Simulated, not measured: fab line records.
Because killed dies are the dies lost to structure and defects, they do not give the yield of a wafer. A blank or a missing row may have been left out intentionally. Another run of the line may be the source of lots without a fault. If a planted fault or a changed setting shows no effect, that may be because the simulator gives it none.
Problem report in the 8D (eight disciplines) form, filled by code    flow nand_harc    the parts of the form that need people (team, actions taken, sign-off) are left out

== 1. WHAT WENT WRONG ==
At NHARC_A_SLIT_SOFTBAKE_04, heater_power_total_W averages 181.64 W over 6 wafers from 2 lots, while fault-free wafers read 188.43 W, standard deviation 0.13. That puts it -52 standard deviations away from the usual mean.
The step: time 55 s.
Earliest sighting: wafer L871.1 on litho_track-06 at day 26 21:00. The record has a number at this step for 39 wafers belonging to 13 lots. By rule, "out" or "out of limits" means more than 4 standard deviations away from the usual mean. All remaining wafers that have a number are taken as sound.

== 2. WHAT IT IS; WHAT IT IS NOT ==
question                     is                      is not
which readings at this step  heater_power_total_W    -
which lots                   L871, L874              L855, L857, L858, L859, L860, L862, L863, L864, L865, L866, L868
which wafers of those lots   all that have a number  -
read on which tools          litho_track-06          litho_track-01, litho_track-04
when                         from day 26 21:00       up to then (33 sound wafers)

== 3. SUSPECTS, AND WHAT RULES EACH OUT ==
Counting: any tool at a process step up to the reading is kept as a suspect provided that every lot that is out went through it and no sound lot did after the first of them.
- rie_diel-09 at NHARC_A_SGD_CUT_ETCH_15 (etches the open film in CH3F/O2, target depth 75 nm, time 64.3 s): kept. Every lot that is out went through it, starting with L871 (day 26 10:29), and after that it ran no sound lot; the last sound lot it ran before then is L868 (day 24 12:29). NHARC_A_SGD_CUT_ETCH_15: start missing for some lots; hours and lot order therefore follow NHARC_A_SGD_CUT_THK_MEAS_22.
- rie_diel-09 at NHARC_A_SGD_CUT_ETCH_16 (etches the open film in C4F8/O2/Ar, target depth 310.5 nm, time 155.2 s): kept. Every lot that is out went through it, starting with L871 (day 26 10:29), and after that it ran no sound lot; the last sound lot it ran before then is L868 (day 24 12:29). NHARC_A_SGD_CUT_ETCH_16: start missing for some lots; hours and lot order therefore follow NHARC_A_SGD_CUT_THK_MEAS_22.
- litho_track-06 at NHARC_A_SLIT_SOFTBAKE_04 (time 55 s): kept. Every lot that is out went through it, starting with L871 (day 26 21:00), and after that it ran no sound lot; the last sound lot it ran before then is L864 (day 23 20:00). Its own heater_power_total_W readings are out on those wafers.
Still standing after the count: rie_diel-09 at NHARC_A_SGD_CUT_ETCH_15, rie_diel-09 at NHARC_A_SGD_CUT_ETCH_16, litho_track-06 at NHARC_A_SLIT_SOFTBAKE_04.

== 4. THE CAUSE (what the simulator had put in) ==
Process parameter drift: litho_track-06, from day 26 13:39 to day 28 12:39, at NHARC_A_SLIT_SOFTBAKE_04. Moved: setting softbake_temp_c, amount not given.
This tool is one of the 3 suspects left after counting.

== 5. THE EFFECT CHAIN, in route order ==
Each row: a reading whose mean over the struck wafers that have a number lies more than 3 standard deviations from the usual. Readings are gone through only where the record gives a usual standard deviation; hours: the median, over the lots, of the time from a lot's start at the first step in this table giving one to that lot's start at this step; sigmas: the change measured in usual standard deviations.
hours  step                      reading               usual     on struck wafers  change  sigmas
0      NHARC_A_SLIT_SOFTBAKE_04  heater_power_total_W  188.43 W  181.64            -6.79   -52
Process steps it contains:
- NHARC_A_SLIT_SOFTBAKE_04: time 55 s.
Later measuring or inspecting steps at which every struck wafer that the step has a row for has a number for every such reading, and none has moved that far: NHARC_END_SORT_01.

== 6. WHAT WOULD HAVE CAUGHT IT SOONER ==
The fault began at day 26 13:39; the first out-of-limits reading in this record came at day 26 21:00, 7 hours later.
